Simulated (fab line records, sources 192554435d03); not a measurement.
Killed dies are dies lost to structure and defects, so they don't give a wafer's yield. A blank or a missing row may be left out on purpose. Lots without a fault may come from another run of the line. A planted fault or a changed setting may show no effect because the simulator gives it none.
Which tool did it? | flow n5_finfet | 24 lots, 72 wafers sampled, at 5 steps of a route of 1938

WHAT THE GAUGES READ, wafer by wafer
N5_WELL_APT_CD_MEAS_08: target cd 200 nm.
lot  | measured    | on        | cd_nm (nm)
L074 | day 1 13:34 | cd_sem-03 | 199.0 203.0 199.6
L075 | day 1 19:34 | cd_sem-01 | 198.9 198.8 196.1
L076 | day 2 01:52 | cd_sem-01 | 199.6 198.9 200.9
L077 | day 2 08:01 | cd_sem-03 | 198.5 199.6 197.0
L078 | day 2 13:43 | cd_sem-02 | 198.9 196.1 198.5
L079 | day 2 19:58 | cd_sem-01 | 196.3 197.6 197.7
L080 | day 3 01:51 | cd_sem-01 | 198.4 197.2 197.0
L081 | day 3 07:49 | cd_sem-02 | 201.1 198.2 203.1
L082 | day 3 13:41 | cd_sem-03 | 199.6 200.3 201.3
L083 | day 3 19:46 | cd_sem-03 | 200.8 198.7 197.8
L084 | day 4 01:42 | cd_sem-01 | 199.0 199.7 201.4
L085 | day 4 07:57 | cd_sem-01 | 200.8 201.3 200.5
L086 | day 4 13:42 | cd_sem-03 | 198.8 200.7 199.6
L087 | day 4 19:45 | cd_sem-03 | 201.8 200.6 200.1
L088 | day 5 01:35 | cd_sem-03 | 198.7 200.1 197.6
L089 | day 5 07:51 | cd_sem-03 | 198.0 200.5 199.0
L090 | day 5 13:48 | cd_sem-03 | 201.9 198.5 199.4
L091 | day 5 19:44 | cd_sem-01 | 199.9 198.2 198.2
L092 | day 6 01:41 | cd_sem-01 | 201.7 202.3 201.9
L093 | day 6 08:01 | cd_sem-02 | 201.8 199.8 202.4
L094 | day 6 13:47 | cd_sem-01 | 202.0 200.6 200.2
L095 | day 6 19:59 | cd_sem-03 | 200.5 199.7 199.7
L096 | day 7 01:43 | cd_sem-01 | 196.1 196.9 198.6
L097 | day 7 07:35 | cd_sem-01 | 197.7 200.0 198.5

N5_PMOS_HMC_CHANNEL_EPI_OVL_MEAS_10.
lot  | measured    | on         | PMOS_HMC_BLK_OVL (nm)
L074 | day 1 17:05 | overlay-02 | -1.1 -1.4 -1.1
L075 | day 1 23:01 | overlay-01 | 0.3 1.7 -0.5
L076 | day 2 05:33 | overlay-01 | 0.5 0.7 0.4
L077 | day 2 12:14 | overlay-01 | 0.3 1.1 1.0
L078 | day 2 17:22 | overlay-02 | 1.1 -0.9 -0.1
L079 | day 2 23:17 | overlay-01 | -0.6 0.3 0.5
L080 | day 3 06:18 | overlay-02 | -1.6 -0.7 -1.2
L081 | day 3 11:17 | overlay-01 | -0.3 -1.4 -1.1
L082 | day 3 17:26 | overlay-01 | 0.5 -0.5 0.0
L083 | day 3 23:23 | overlay-01 | 0.7 0.0 0.6
L084 | day 4 05:41 | overlay-02 | -0.7 -0.8 -1.2
L085 | day 4 11:42 | overlay-02 | -0.7 -0.1 -0.5
L086 | day 4 17:18 | overlay-01 | 1.0 0.1 -0.2
L087 | day 4 23:16 | overlay-01 | -1.7 -0.5 -1.5
L088 | day 5 05:07 | overlay-01 | -1.2 -1.7 -0.9
L089 | day 5 11:56 | overlay-01 | -0.9 0.4 0.3
L090 | day 5 17:26 | overlay-01 | -0.7 -0.9 -0.6
L091 | day 5 23:05 | overlay-02 | -0.5 -0.5 -0.5
L092 | day 6 05:08 | overlay-02 | 0.0 0.4 0.7
L093 | day 6 11:19 | overlay-01 | -0.8 -0.2 -0.1
L094 | day 6 17:36 | overlay-01 | -0.2 0.3 0.3
L095 | day 6 23:25 | overlay-01 | -0.5 -1.0 0.0
L096 | day 7 05:32 | overlay-01 | 0.4 -1.0 -0.8
L097 | day 7 11:07 | overlay-01 | -0.4 0.3 -0.8

N5_FIN_SAQP_OVL_MEAS_17.
lot  | measured    | on         | FIN_CORE_OVL (nm)
L074 | day 1 21:39 | overlay-01 | -0.6 -0.8 -1.5
L075 | day 2 05:16 | overlay-01 | -0.1 -0.5 -0.9
L076 | day 2 10:59 | overlay-02 | -0.1 -1.0 0.3
L077 | day 2 16:20 | overlay-01 | -1.6 -1.5 -1.2
L078 | day 2 23:10 | overlay-01 | -1.4 -1.6 -0.2
L079 | day 3 03:26 | overlay-02 | -0.7 0.7 0.0
L080 | day 3 10:25 | overlay-01 | -1.6 -1.1 -0.8
L081 | day 3 15:59 | overlay-01 | -0.3 -1.0 -1.6
L082 | day 3 21:52 | overlay-02 | 0.9 1.2 2.2
L083 | day 4 04:36 | overlay-02 | -0.3 -0.1 -0.8
L084 | day 4 10:22 | overlay-02 | 0.5 0.2 1.6
L085 | day 4 16:16 | overlay-01 | -1.4 -1.6 0.5
L086 | day 4 21:53 | overlay-02 | -0.2 0.0 0.4
L087 | day 5 03:30 | overlay-01 | -1.3 0.3 -0.3
L088 | day 5 09:22 | overlay-01 | -1.0 0.2 -0.8
L089 | day 5 16:05 | overlay-01 | 1.6 1.2 0.3
L090 | day 5 21:45 | overlay-02 | -0.8 0.2 0.6
L091 | day 6 03:16 | overlay-02 | 0.7 -0.4 0.4
L092 | day 6 09:22 | overlay-01 | -0.2 0.7 -0.5
L093 | day 6 15:56 | overlay-01 | 0.8 0.2 -1.1
L094 | day 6 22:11 | overlay-02 | 1.1 -0.9 0.9
L095 | day 7 04:47 | overlay-02 | -0.1 -1.5 -0.5
L096 | day 7 09:55 | overlay-02 | 0.6 0.5 0.0
L097 | day 7 15:41 | overlay-02 | 0.8 0.2 1.1

WHICH TOOL RAN EACH LOT (tool, then ch and the chambers of the sampled wafers, then the start)
lot  | N5_FIN_SAQP_PECVD_47           | N5_FIN_SAQP_PECVD_06
L074 | pecvd-04 ch 0,2, day 1 20:57   | pecvd-04 ch 0,2, day 1 21:02
L075 | pecvd-03 ch 0,1, day 2 04:41   | pecvd-03 ch 0,1, day 2 04:46
L076 | pecvd-03 ch 0,1,2, day 2 10:17 | pecvd-03 ch 0,1,2, day 2 10:23
L077 | pecvd-03 ch 1,2, day 2 15:46   | pecvd-03 ch 1,2, day 2 15:50
L078 | pecvd-04 ch 1,2, day 2 22:35   | pecvd-04 ch 1,2, day 2 22:40
L079 | pecvd-01 ch 0,2, day 3 02:52   | pecvd-01 ch 0,2, day 3 02:57
L080 | pecvd-04 ch 0,1, day 3 09:50   | pecvd-04 ch 0,1, day 3 09:55
L081 | pecvd-01 ch 0,2, day 3 15:18   | pecvd-01 ch 0,2, day 3 15:23
L082 | pecvd-01 ch 0,1, day 3 21:18   | pecvd-01 ch 0,1, day 3 21:23
L083 | pecvd-01 ch 1,2, day 4 03:12   | pecvd-01 ch 1,2, day 4 03:17
L084 | pecvd-01 ch 0,2, day 4 09:40   | pecvd-01 ch 0,2, day 4 09:46
L085 | pecvd-03 ch 0,1,2, day 4 15:35 | pecvd-03 ch 0,1,2, day 4 15:40
L086 | pecvd-01 ch 0,1,2, day 4 21:19 | pecvd-01 ch 0,1,2, day 4 21:25
L087 | pecvd-01 ch 0,1,2, day 5 02:49 | pecvd-01 ch 0,1,2, day 5 02:53
L088 | pecvd-04 ch 1,2, day 5 08:40   | pecvd-04 ch 1,2, day 5 08:46
L089 | pecvd-01 ch 1,2, day 5 15:23   | pecvd-01 ch 1,2, day 5 15:28
L090 | pecvd-03 ch 0,1, day 5 21:03   | pecvd-03 ch 0,1, day 5 21:08
L091 | pecvd-03 ch 0,1,2, day 6 02:34 | pecvd-03 ch 0,1,2, day 6 02:39
L092 | pecvd-04 ch 0,2, day 6 08:35   | pecvd-04 ch 0,2, day 6 08:43
L093 | pecvd-04 ch 0,1, day 6 15:14   | pecvd-04 ch 0,1, day 6 15:19
L094 | pecvd-04 ch 0,1, day 6 21:34   | pecvd-04 ch 0,1, day 6 21:41
L095 | pecvd-04 ch 1, day 7 04:01     | pecvd-04 ch 1, day 7 04:08
L096 | pecvd-03 ch 0,1,2, day 7 09:14 | pecvd-03 ch 0,1,2, day 7 09:19
L097 | pecvd-04 ch 0,1, day 7 14:55   | pecvd-04 ch 0,1, day 7 15:02
- N5_FIN_SAQP_PECVD_47: deposits a-Si from SiH4/He, target thk 45 nm, time 36.3 s.
- N5_FIN_SAQP_PECVD_06: deposits a-Si from SiH4/He, target thk 60 nm, time 48.1 s.

WHAT THE TOOLS THEMSELVES READ (means of the sampled wafers that have a number; where no wafer has one, the mark that the record gives instead)
N5_FIN_SAQP_PECVD_47.
lot  | tool     | heater_power_w (W) | showerhead_plenum_p_Torr (Torr) | throttle_valve_pct (%)
L074 | pecvd-04 | 837                | 5.65                            | 17.9
L075 | pecvd-03 | 810                | 5.65                            | 17.9
L076 | pecvd-03 | 785                | 5.64                            | 17.7
L077 | pecvd-03 | 848                | 5.64                            | 17.6
L078 | pecvd-04 | 898                | 5.65                            | 17.5
L079 | pecvd-01 | 784                | 5.70                            | 18.0
L080 | pecvd-04 | 904                | 5.67                            | 17.7
L081 | pecvd-01 | 798                | 5.65                            | 17.0
L082 | pecvd-01 | 792                | 5.70                            | 18.4
L083 | pecvd-01 | 740                | 5.64                            | 17.5
L084 | pecvd-01 | 778                | 5.65                            | 17.2
L085 | pecvd-03 | 812                | 5.64                            | 17.6
L086 | pecvd-01 | 803                | 5.68                            | 17.7
L087 | pecvd-01 | 762                | 5.67                            | 17.8
L088 | pecvd-04 | 963                | 5.66                            | 17.7
L089 | pecvd-01 | 716                | 5.62                            | 16.9
L090 | pecvd-03 | 778                | 5.65                            | 18.3
L091 | pecvd-03 | 825                | 5.63                            | 17.6
L092 | pecvd-04 | 919                | 5.66                            | 18.1
L093 | pecvd-04 | 1001               | 5.67                            | 17.6
L094 | pecvd-04 | 899                | 5.67                            | 18.0
L095 | pecvd-04 | 910                | 5.67                            | 17.4
L096 | pecvd-03 | 811                | 5.64                            | 17.8
L097 | pecvd-04 | 951                | 5.66                            | 18.0

N5_FIN_SAQP_PECVD_06.
lot  | tool     | heater_power_w (W) | showerhead_plenum_p_Torr (Torr) | throttle_valve_pct (%)
L074 | pecvd-04 | 914                | 5.66                            | 18.0
L075 | pecvd-03 | 818                | 5.66                            | 17.8
L076 | pecvd-03 | 806                | 5.64                            | 17.6
L077 | pecvd-03 | 832                | 5.64                            | 17.4
L078 | pecvd-04 | 896                | 5.65                            | 17.4
L079 | pecvd-01 | 810                | 5.70                            | 18.0
L080 | pecvd-04 | 898                | 5.68                            | 17.7
L081 | pecvd-01 | 814                | 5.65                            | 17.0
L082 | pecvd-01 | 786                | 5.69                            | 18.6
L083 | pecvd-01 | 715                | 5.63                            | 17.7
L084 | pecvd-01 | 779                | 5.66                            | 17.0
L085 | pecvd-03 | 795                | 5.65                            | 17.7
L086 | pecvd-01 | 802                | 5.67                            | 17.8
L087 | pecvd-01 | 750                | 5.68                            | 17.9
L088 | pecvd-04 | 826                | 5.65                            | 17.5
L089 | pecvd-01 | 731                | 5.62                            | 16.8
L090 | pecvd-03 | 831                | 5.65                            | 18.2
L091 | pecvd-03 | 817                | 5.64                            | 17.9
L092 | pecvd-04 | 857                | 5.67                            | 18.1
L093 | pecvd-04 | 982                | 5.68                            | 17.8
L094 | pecvd-04 | 921                | 5.67                            | 18.0
L095 | pecvd-04 | 936                | 5.67                            | 17.5
L096 | pecvd-03 | 845                | 5.64                            | 17.8
L097 | pecvd-04 | 831                | 5.66                            | 18.2

THE ANSWER, worked out from the rows above alone
Rule: what is usual is taken from the lots themselves. Put in order of their means at a reading, lots are off if they are a third of the lots or fewer, leave a main group of 4 or more, and stand apart from it by a gap of 3 or more times the standard deviation of the main group's means; of several such gaps the widest counts. A main group whose means are all the same, to the digits that the tables above print for the reading, isn't used. A lot without any number at a reading at which 4 lots or more have one is off too. The other lots that the step has rows for count as sound. The gauges are gone through in route order, then the tools' own readings, and for those a lot's mean is taken as printed above. The first step at which some lot is off is used, and at that step the reading that is off furthest; a lot without a number counts as furthest.
No lot is off at any reading shown: from this, nothing can be told.

WHAT THE SIMULATOR HAD PUT IN
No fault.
